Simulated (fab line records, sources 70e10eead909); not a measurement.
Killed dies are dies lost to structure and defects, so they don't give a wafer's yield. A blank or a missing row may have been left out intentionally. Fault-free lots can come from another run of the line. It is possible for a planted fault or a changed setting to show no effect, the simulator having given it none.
fab line records -- flow nandHarc
record lots=14, wafers=42, lastDay=34
route steps=1302 shown A_STAIRCASE@850 THIN_TSV@1246 END@1302
lots untouched by any fault: they come from a run of this same line in which no faults occurred
startH: start of the lot's first displayed wafer, in hours after the record's first day -- waitH: hours elapsed since this lot's preceding step -- " repeats the value in the row above -- L1.1+2: a single row standing in for several wafers -- - value missing, or start not given -- * or withheld: withheld -- < > ~ a bound
route shown NAME@n: names a module that has steps shown in the file, with the first one's number in the route -- usual: mean/standard deviation of fault-free wafers -- same: alike in all rows -- chamber/n: place in a boat -- sites: the reading at each site -- _std_site: the standard deviation of these -- _edge_site: mean of outer sites minus mean of inner sites -- radiusMm: for every site, how far away it sits from the centre of the wafer -- mask NAME#n: copy n -- behind: the most recent tool/chamber to have shaped the wafer -- hold: why the lot was held/for how many hours/how that ended -- device: names the non-switching transistor (n, p or np) -- end of line: at the end of the route, the tests of the same wafers -- a step with no rows: only its recipe -- killed: the dies lost at the first sort to structure and to defects; this is not the yield of the wafer -- map: per-die view of a wafer (x killed, . not killed, _ where there is no die)
set.NAME: the setting that was run; set.NAME@STEP: the one run at that earlier step -- model.NAME: the simulator's own value behind a step, which no gauge read
one table for each step of the route and one row for each wafer, over a sample of lots
services: from which hour (startH, from the record's first day; less than 0 if before it) a tool's chamber was out of use, for how many hours, and why
## steps
# step NHARC_A_STAIRCASE_DEP_151
# recipe targetThkA=72000, tempC=400, targetThkNm=7200, teosFlowSccm=200, rfW=500, material=SiO2
# usual heaterPowerW=616/70
lot.wafer,tool,chamber,startH,waitH,heaterPowerW
L788.3,pecvd-01,2,415.22,1.0,641
L788.2,pecvd-01,0,415.22,1.0,711
L788.1,pecvd-01,1,415.22,1.0,734
L789.3,pecvd-02,1,428.43,0.4,773
L789.2,pecvd-02,2,428.43,0.4,755
L789.6,pecvd-02,0,428.43,0.4,501
L790.2,pecvd-01,2,448.03,0.6,588
L790.5,pecvd-01,0,448.03,0.6,654
L790.4,pecvd-01,2,448.03,0.6,543
L791.3,pecvd-02,1,458.18,0.6,708
L791.4,pecvd-02,2,458.18,0.6,603
L791.5,pecvd-02,0,458.18,0.6,516
L794.1,pecvd-01,2,470.91,0.5,564
L794.6,pecvd-01,1,470.91,0.5,644
L794.5,pecvd-01,2,470.91,0.5,542
L792.3,pecvd-02,1,471.00,0.6,744
L792.5,pecvd-02,0,471.00,0.6,509
L792.6,pecvd-02,1,471.00,0.6,655
L795.1,pecvd-03,0,499.82,0.5,632
L795.6,pecvd-03,0,499.82,0.5,517
L795.5,pecvd-03,1,499.82,0.5,564
L797.3,pecvd-02,0,505.44,0.4,597
L797.1,pecvd-02,1,505.44,0.4,692
L797.5,pecvd-02,0,505.44,0.4,517
L796.1,pecvd-03,2,509.49,0.4,623
L796.3,pecvd-03,0,509.49,0.4,593
L796.6,pecvd-03,2,509.49,0.4,561
L798.1,pecvd-03,0,530.08,0.5,613
L798.5,pecvd-03,2,530.08,0.5,543
L798.4,pecvd-03,1,530.08,0.5,545
L801.3,pecvd-02,1,556.58,1.0,735
L801.5,pecvd-02,0,556.58,1.0,503
L801.6,pecvd-02,2,556.58,1.0,593
L802.3,pecvd-02,1,560.63,0.4,758
L802.1,pecvd-02,2,560.63,0.4,658
L802.2,pecvd-02,0,560.63,0.4,546
L804.1,pecvd-03,2,570.53,0.5,680
L804.2,pecvd-03,0,570.53,0.5,597
L804.5,pecvd-03,2,570.53,0.5,586
L808.1,pecvd-01,2,624.67,0.4,625
L808.6,pecvd-01,2,624.67,0.4,522
L808.4,pecvd-01,1,624.67,0.4,628
# step NHARC_THIN_TSV_THK_MEAS_02
# recipe thkMeasGauge=ir
# usual thkNm=2989/190
lot.wafer,tool,chamber,startH,waitH,thkNm
L788.1,filmMetro-02,-,554.45,-,2890
L788.2,filmMetro-02,-,554.45,-,3052
L788.3,filmMetro-02,-,554.45,-,3125
L789.2,filmMetro-02,-,571.39,-,3191
L789.3,filmMetro-02,-,571.39,-,2956
L789.6,filmMetro-02,-,571.39,-,2796
L790.2,filmMetro-01,-,585.77,-,2681
L790.4,filmMetro-01,-,585.77,-,2880
L790.5,filmMetro-01,-,585.77,-,3097
L791.3,filmMetro-02,-,608.45,-,3131
L791.4,filmMetro-02,-,608.45,-,2917
L791.5,filmMetro-02,-,608.45,-,3044
L794.1,filmMetro-02,-,609.66,0.2,2600
L794.5,filmMetro-02,-,609.66,0.2,2979
L794.6,filmMetro-02,-,609.66,0.2,2964
L792.3,filmMetro-02,-,614.48,0.2,2559
L792.5,filmMetro-02,-,614.48,0.2,2886
L792.6,filmMetro-02,-,614.48,0.2,3076
L795.1,filmMetro-01,-,643.16,0.2,2771
L795.5,filmMetro-01,-,643.16,0.2,3136
L795.6,filmMetro-01,-,643.16,0.2,3117
L796.1,filmMetro-02,-,647.53,-,2927
L796.3,filmMetro-02,-,647.53,-,2597
L796.6,filmMetro-02,-,647.53,-,2754
L797.1,filmMetro-02,-,648.73,-,3239
L797.3,filmMetro-02,-,648.73,-,3181
L797.5,filmMetro-02,-,648.73,-,3377
L798.1,filmMetro-01,-,668.58,-,3239
L798.4,filmMetro-01,-,668.58,-,3179
L798.5,filmMetro-01,-,668.58,-,2981
L802.1,filmMetro-01,-,691.39,-,3194
L801.5,filmMetro-01,-,697.25,-,2987
L801.6,filmMetro-01,-,697.25,-,3022
L804.1,filmMetro-01,-,718.23,0.2,3456
L804.2,filmMetro-01,-,718.23,0.2,3004
L804.5,filmMetro-01,-,718.23,0.2,3008
L808.1,filmMetro-01,-,784.05,-,2662
L808.4,filmMetro-01,-,784.05,-,3038
L808.6,filmMetro-01,-,784.05,-,2776
# step NHARC_THIN_TSV_DEP_43
# recipe targetThkA=13285, tempC=withheld, pressureTorr=6.5, rfW=900, teosFlowSccm=161.4, flowSccm=2650, targetThkNm=1328.5, gas=O2, material=SiO2
# usual throttleValvePct=15.8/0.44
lot.wafer,tool,chamber,startH,waitH,throttleValvePct
L788.1,pecvd-04,1,554.67,-,16.1
L788.2,pecvd-04,2,554.67,-,15.6
L788.3,pecvd-04,0,554.67,-,16.2
L789.2,pecvd-01,2,571.61,-,15.7
L789.3,pecvd-01,1,571.61,-,16.3
L789.6,pecvd-01,0,571.61,-,15.6
L790.2,pecvd-01,0,586.01,-,15.2
L790.4,pecvd-01,1,586.01,-,16.3
L790.5,pecvd-01,2,586.01,-,15.8
L791.3,pecvd-04,2,608.71,-,15.3
L791.4,pecvd-04,2,608.71,-,15.5
L791.5,pecvd-04,0,608.71,-,16.3
L794.1,pecvd-02,0,609.93,-,15.0
L794.5,pecvd-02,2,609.93,-,15.3
L794.6,pecvd-02,0,609.93,-,15.0
L792.3,pecvd-02,0,614.70,-,14.9
L792.5,pecvd-02,0,614.70,-,15.1
L792.6,pecvd-02,2,614.70,-,15.4
L795.1,pecvd-01,2,643.38,-,15.8
L795.5,pecvd-01,2,643.38,-,15.7
L795.6,pecvd-01,1,643.38,-,16.7
L796.3,pecvd-04,0,647.84,-,16.2
L796.1,pecvd-04,2,647.84,-,15.7
L796.6,pecvd-04,1,647.84,-,16.0
L797.1,pecvd-02,2,648.95,-,15.2
L797.3,pecvd-02,1,648.95,-,15.7
L797.5,pecvd-02,0,648.95,-,15.0
L798.1,pecvd-01,0,668.94,-,15.4
L798.5,pecvd-01,2,668.94,-,16.1
L798.4,pecvd-01,1,668.94,-,16.5
L802.1,pecvd-02,1,691.66,-,15.6
L801.6,pecvd-01,2,697.74,-,15.6
L801.5,pecvd-01,1,697.74,-,16.3
L804.1,pecvd-04,1,718.50,-,15.9
L804.2,pecvd-04,2,718.50,-,15.9
L804.5,pecvd-04,0,718.50,-,16.3
L808.1,pecvd-01,1,784.38,-,16.3
L808.6,pecvd-01,0,784.38,-,15.7
L808.4,pecvd-01,1,784.38,-,16.2
# step NHARC_THIN_TSV_DEGAS_53
# recipe tempC=300, timeS=60
# usual heaterPowerW=463/53
lot.wafer,tool,chamber,startH,waitH,heaterPowerW
L788.1,pvdSputter-02,-,560.27,0.1,443
L788.3,pvdSputter-02,-,560.27,0.1,520
L788.2,pvdSputter-02,-,560.27,0.1,413
L789.3,pvdSputter-01,-,577.07,0.1,522
L789.2,pvdSputter-01,-,577.07,0.1,473
L789.6,pvdSputter-01,-,577.07,0.1,454
L790.4,pvdSputter-03,-,591.51,0.1,578
L790.2,pvdSputter-03,-,591.51,0.1,482
L790.5,pvdSputter-03,-,591.51,0.1,406
L791.4,pvdSputter-02,-,614.45,0.1,524
L791.3,pvdSputter-02,-,614.45,0.1,455
L791.5,pvdSputter-02,-,614.45,0.1,421
L794.1,pvdSputter-03,-,615.48,0.1,495
L794.5,pvdSputter-03,-,615.48,0.1,574
L794.6,pvdSputter-03,-,615.48,0.1,409
L792.3,pvdSputter-01,-,620.19,0.1,463
L792.5,pvdSputter-01,-,620.19,0.1,390
L792.6,pvdSputter-01,-,620.19,0.1,459
L795.1,pvdSputter-01,-,649.10,0.1,459
L795.6,pvdSputter-01,-,649.10,0.1,462
L795.5,pvdSputter-01,-,649.10,0.1,388
L796.1,pvdSputter-03,-,653.45,0.1,554
L796.3,pvdSputter-03,-,653.45,0.1,397
L796.6,pvdSputter-03,-,653.45,0.1,411
L797.1,pvdSputter-01,-,654.50,0.1,378
L797.3,pvdSputter-01,-,654.50,0.1,459
L797.5,pvdSputter-01,-,654.50,0.1,477
L798.1,pvdSputter-01,-,674.71,0.1,453
L798.4,pvdSputter-01,-,674.71,0.1,520
L798.5,pvdSputter-01,-,674.71,0.1,465
L802.1,pvdSputter-03,-,697.36,0.1,491
L801.6,pvdSputter-01,-,703.23,0.1,515
L801.5,pvdSputter-01,-,703.23,0.1,467
L804.1,pvdSputter-02,-,724.03,0.1,413
L804.2,pvdSputter-02,-,724.03,0.1,478
L804.5,pvdSputter-02,-,724.03,0.1,427
L808.1,pvdSputter-02,-,790.58,0.1,552
L808.4,pvdSputter-02,-,790.58,0.1,405
L808.6,pvdSputter-02,-,790.58,0.1,555
# step NHARC_END_SORT_01
# recipe tempC=25
# usual killedAtArray=55/17, killedAtOther=1.1/1.6, killedAtPeriphery=3.8/2.5, killedDies=60/18, killedOpen=3.3/1.9, killedShort=2.5/1.7
# same grossDies=677
lot.wafer,tool,chamber,startH,waitH,killedAtArray,killedAtOther,killedAtPeriphery,killedDies,killedOpen,killedShort
L802.1,prober-02,0,707.68,2.5,65,0,5,70,5,1
L802.2,prober-02,0,708.49,2.8,666,0,11,677,3,2
L802.3,prober-02,0,709.29,3.1,666,0,11,677,7,2
L801.3,prober-01,0,720.68,3.1,670,0,7,677,5,2
L801.5,prober-01,0,722.28,3.7,52,0,2,54,1,2
L801.6,prober-01,0,723.09,4.0,49,0,2,51,5,1
# killed by level:class
L802.1 A_SLIT:chamberFilmFlake=31 A_CHANNEL_HOLE_D1:chamberFilmFlake=10 A_CONTACT:chamberFilmFlake=4 P_M2:chamberFilmFlake=3 A_DECK1_JOINT:chamberFilmFlake=3 A_BONDPAD:chamberFilmFlake=3 P_GATE:chamberFilmFlake=2 A_ZERO_WELL:chamberFilmFlake=2
L802.2 A_STAIRCASE:areaDep=611 A_SLIT:chamberFilmFlake=17 A_CHANNEL_HOLE_D1:chamberFilmFlake=12 A_STAIRCASE:chamberFilmFlake=8 P_GATE:chamberFilmFlake=6 P_M2:chamberFilmFlake=5 A_CHANNEL_FILL_D2:chamberFilmFlake=5 A_CONTACT:chamberFilmFlake=5
L802.3 A_STAIRCASE:areaDep=612 A_SLIT:chamberFilmFlake=16 A_CHANNEL_HOLE_D1:chamberFilmFlake=12 A_STAIRCASE:chamberFilmFlake=6 P_M2:chamberFilmFlake=5 A_CONTACT:chamberFilmFlake=5 P_CONTACT:geometricParticle:open=3 A_ZERO_WELL:chamberFilmFlake=3
L801.3 A_STAIRCASE:areaDep=616 A_CHANNEL_HOLE_D1:chamberFilmFlake=33 A_CONTACT:chamberFilmFlake=7 A_SLIT:chamberFilmFlake=4 A_BONDPAD:chamberFilmFlake=4 P_ZERO_WELL:chamberFilmFlake=2 P_GATE:geometricParticle:open=1 P_CONTACT:geometricParticle:open=1
L801.5 A_CHANNEL_HOLE_D1:chamberFilmFlake=38 A_CONTACT:chamberFilmFlake=4 A_ZERO_WELL:chamberFilmFlake=3 A_BONDPAD:chamberFilmFlake=3 A_SLIT:chamberFilmFlake=2 P_CONTACT:geometricParticle:open=1 A_SGD_CUT:geometricParticle:short=1 A_M1:geometricParticle:short=1
L801.6 A_CHANNEL_HOLE_D1:chamberFilmFlake=26 A_CHANNEL_FILL_D1:chamberFilmFlake=5 A_CONTACT:chamberFilmFlake=5 A_SLIT:chamberFilmFlake=3 A_BONDPAD:chamberFilmFlake=3 A_SGD_CUT:geometricParticle:open=2 A_STAIRCASE:chamberFilmFlake=2 P_STI:geometricParticle:open=1
## services
tool,chamber,startH,hours,kind
pecvd-04,-,399.40,1.0,repair
pecvd-03,-,402.64,0.9,repair
pvdSputter-01,-,404.00,10.0,pm
pecvd-02,-,408.03,13.0,pm
pecvd-01,-,409.46,0.5,repair
pecvd-02,-,435.28,1.9,repair
pvdSputter-02,-,439.75,1.7,repair
pecvd-03,2,440.93,10.4,repair
pecvd-04,-,450.00,13.0,pm
pvdSputter-02,-,454.79,1.0,repair
pvdSputter-02,-,460.04,10.0,pm
pecvd-01,-,492.64,13.0,pm
pecvd-02,0,511.88,20.5,repair
pvdSputter-01,-,514.06,2.0,repair
pecvd-03,-,547.31,13.0,pm
pvdSputter-01,-,582.00,10.0,pm
pecvd-02,-,589.03,13.0,pm
pecvd-02,-,606.00,1.2,repair
pecvd-01,-,673.64,13.0,pm
pecvd-02,2,704.59,16.7,repair
pvdSputter-01,-,713.55,1.3,repair
pvdSputter-01,-,760.00,10.0,pm
pecvd-01,2,760.74,5.4,repair
pecvd-02,-,770.13,13.0,pm
## key
firstSign step=NHARC_END_SORT_01, reading=killedAtArray, direction=up, sigmas=35, usual=55, struck=667
effect step=NHARC_END_SORT_01, reading=killedDies, direction=up, sigmas=35, usual=60, struck=677
moreKillsBornAt NHARC_A_STAIRCASE_DEP_151@pecvd-02=1839
metAt NHARC_A_STAIRCASE_DEP_151
struckLots L801,L802
struckWafers L801.3,L802.2,L802.3
laterRowsLeftOut L801.3,L802.2,L802.3
testerLeftOut L801,L802
notActingAt NHARC_THIN_TSV_THK_MEAS_02,NHARC_THIN_TSV_DEP_43,NHARC_THIN_TSV_DEGAS_53
onsetBetween 505.44 556.58
fault kind=processParameterDrift, tool=pecvd-02, chamber=-, onsetH=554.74, steps=NHARC_A_STAIRCASE_DEP_151, channel=targetThkA, offset=*, shape=step, endH=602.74, scope=struckWafersOnly, actsIn=*, stated=*
# testerLeftOut: of these lots the tester's yield and bins aren't shown, on N5 and GAA mostly nor the transistor test; their killed dies are dies lost to structure and defects alone, not to doping, threshold or leakage, so they don't give the yield
# laterRowsLeftOut: the simulator's readings of these wafers behind a module that went badly wrong aren't trusted and aren't shown, but for the sort
